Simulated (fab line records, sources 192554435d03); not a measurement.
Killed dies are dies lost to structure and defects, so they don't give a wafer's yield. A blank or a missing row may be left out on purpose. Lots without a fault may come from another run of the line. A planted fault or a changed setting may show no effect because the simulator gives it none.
Split-lot experiment | flow n5_finfet | 7 lots, 21 wafers read, on a route of 1938 steps

THE SPLIT
At N5_BEOL_M14_TRENCH_ETCH_34 (etches SiO2 in C4F8/O2/Ar, target depth 556.65 nm, time 126.9 s), the setting bias_w was moved away from the recipe's 2040 W on 7 of the 21 wafers read, by -12.3% to +15.0%. The other wafers ran this setting at the recipe's value.

The reading is taken at the split's own step.

THE READING
rf_vpp_V, in V, at N5_BEOL_M14_TRENCH_ETCH_34 (etches SiO2 in C4F8/O2/Ar, target depth 556.65 nm, time 126.9 s). Fault-free wafers of this fab line usually give 2235 V, standard deviation 22 V.

wafer  | tool, chamber at the split | bias_w as run, W | against the recipe | rf_vpp_V, V | against lot-mates on the recipe
L074.3 | rie_diel-05, 3             | 2345             | +15.0%             | 2461        | +249
L074.5 | rie_diel-05, 3             | 2345             | +15.0%             | 2461        | +249
L074.6 | rie_diel-05, 0             | 2040             | recipe             | 2212        | -
L076.1 | rie_diel-05, 0             | 2040             | recipe             | 2210        | -
L076.4 | rie_diel-05, 0             | 1789             | -12.3%             | 2016        | -194
L076.6 | rie_diel-05, 3             | 1789             | -12.3%             | 2038        | -172
L079.1 | rie_diel-06, 0             | 2040             | recipe             | 2191        | -
L079.2 | rie_diel-06, 3             | 2040             | recipe             | 2257        | -
L079.6 | rie_diel-06, 0             | 2040             | recipe             | 2189        | -
L082.4 | rie_diel-02, 2             | 2040             | recipe             | 2262        | -
L082.5 | rie_diel-02, 0             | 1817             | -10.9%             | 2066        | -196
L082.6 | rie_diel-02, 3             | 1817             | -10.9%             | 2058        | -204
L085.4 | rie_diel-05, 0             | 2040             | recipe             | 2210        | -
L085.5 | rie_diel-05, 2             | 2040             | recipe             | 2234        | -
L085.6 | rie_diel-05, 1             | 2040             | recipe             | 2269        | -
L087.1 | rie_diel-05, 1             | 2040             | recipe             | 2270        | -
L087.2 | rie_diel-05, 2             | 2040             | recipe             | 2236        | -
L087.4 | rie_diel-05, 2             | 2285             | +12.0%             | 2420        | +167
L090.2 | rie_diel-05, 0             | 2040             | recipe             | 2211        | -
L090.5 | rie_diel-05, 3             | 2040             | recipe             | 2235        | -
L090.6 | rie_diel-05, 2             | 2040             | recipe             | 2235        | -

THE FIT
A straight line over all 21 wafers: rf_vpp_V changes by +15.8 V for each +1% of bias_w; r = +0.98; the points scatter about the line by 23 V.
The same after taking each lot's own level away (the mean of its wafers on the recipe; 21 wafers): +16.2 V for each +1%; r = +0.99; scatter 21 V.
On that fit, the largest move of bias_w shifts the reading by 2.4e+02 V.
The lots' own levels span 2210.0 to 2262.0 V, that is 2.4 times the standard deviation above.
So the lot-to-lot level changes the slope little: the two slopes agree.
Check: with one of the wafers moved furthest among these (+15.0%) left out of the fit, the line predicts +238 V for it against its lot-mates. It came out at +249 V against them.
Tool readings at the split's step, against how far the setting was moved: rf_vpp_V r = +0.98.

THE FILE'S OWN FIT
rf_vpp_V changes by +15.9 V for each +1% of bias_w, r = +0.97.
